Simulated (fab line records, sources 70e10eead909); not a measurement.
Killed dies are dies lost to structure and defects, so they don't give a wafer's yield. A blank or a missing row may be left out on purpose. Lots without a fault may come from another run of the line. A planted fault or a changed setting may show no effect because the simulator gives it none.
Chamber matching | flow nand_harc | NHARC_A_CHANNEL_FILL_D1_ETCHBACK_20 on rie_diel-03: 4 sister chambers
The step etches the open film in C4F8/O2/Ar, target depth 27 nm, time 13.5 s. 24 wafers are shown with their chamber, then 12 later ones without.

WAFERS WITH THEIR CHAMBER
wafer  | chamber | rf_vpp_V (V) | oes_product_au (a.u.)
L075.1 | 0       | 980          | 1.00
L075.2 | 1       | 974          | 1.00
L075.3 | 2       | 982          | 1.00
L075.4 | 3       | 974          | 0.99
L075.5 | 2       | 981          | 0.99
L075.6 | 1       | 975          | 1.00
L074.3 | 2       | 982          | 1.00
L074.4 | 3       | 974          | 1.00
L074.5 | 0       | 978          | 1.02
L078.1 | 1       | 975          | 0.93
L078.2 | 2       | 982          | 0.92
L078.4 | 1       | 975          | 0.93
L080.1 | 1       | 975          | 1.00
L080.2 | 2       | 983          | 1.00
L080.4 | 3       | 973          | 0.99
L082.1 | 1       | 975          | 1.01
L082.5 | 0       | 980          | 1.01
L082.6 | 1       | 976          | 1.02
L084.1 | 1       | 975          | 1.01
L084.3 | 2       | 982          | 1.02
L084.5 | 3       | 972          | 1.00
L086.1 | 1       | 974          | 1.01
L086.5 | 1       | 974          | 1.01
L086.6 | 0       | 979          | 1.01

SIGNATURES (means of the wafers above)
reading        | chamber 0 | chamber 1 | chamber 2 | chamber 3 | scatter within a chamber
rf_vpp_V       | 979.25    | 974.80    | 982.00    | 973.25    | 0.745
oes_product_au | 1.0100    | 0.9920    | 0.9883    | 0.9950    | 0.0286
Rule: a wafer's distance from a chamber is the root of the sum, over the readings, of the square of ((its reading less the chamber's mean) divided by the reading's scatter). The wafer belongs to the nearest chamber; if the next one is less than 2 further off, it can't be placed. The scatter: the root of (the sum of the squares of (reading less its chamber's mean) over the shown wafers, divided by (wafers less chambers)).

WAFERS WITHOUT THEIR CHAMBER
wafer  | rf_vpp_V (V) | oes_product_au (a.u.)
L088.1 | 972          | 1.00
L088.4 | 979          | 1.02
L088.6 | 978          | 1.02
L087.1 | 975          | 1.02
L087.4 | 972          | 0.99
L087.6 | 982          | 1.02
L093.2 | 983          | 0.95
L093.4 | 982          | 0.93
L093.5 | 979          | 0.93
L096.1 | 981          | 0.93
L096.3 | 978          | 0.92
L096.6 | 975          | 0.94

WHICH CHAMBER EACH WENT THROUGH
wafer  | from the rows above     | in truth
L088.1 | 3                       | 3
L088.4 | 0                       | 0
L088.6 | 0                       | 0
L087.1 | can't be placed: 1 or 3 | 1
L087.4 | 3                       | 3
L087.6 | 2                       | 2
L093.2 | 2                       | 2
L093.4 | 2                       | 2
L093.5 | can't be placed: 0 or 2 | 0
L096.1 | can't be placed: 2 or 0 | 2
L096.3 | can't be placed: 0 or 1 | 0
L096.6 | can't be placed: 1 or 3 | 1
Placed correctly: 7 of 12. Can't be placed from these rows: 5 (the true chamber is among the candidates in 5). Placed wrongly: 0.
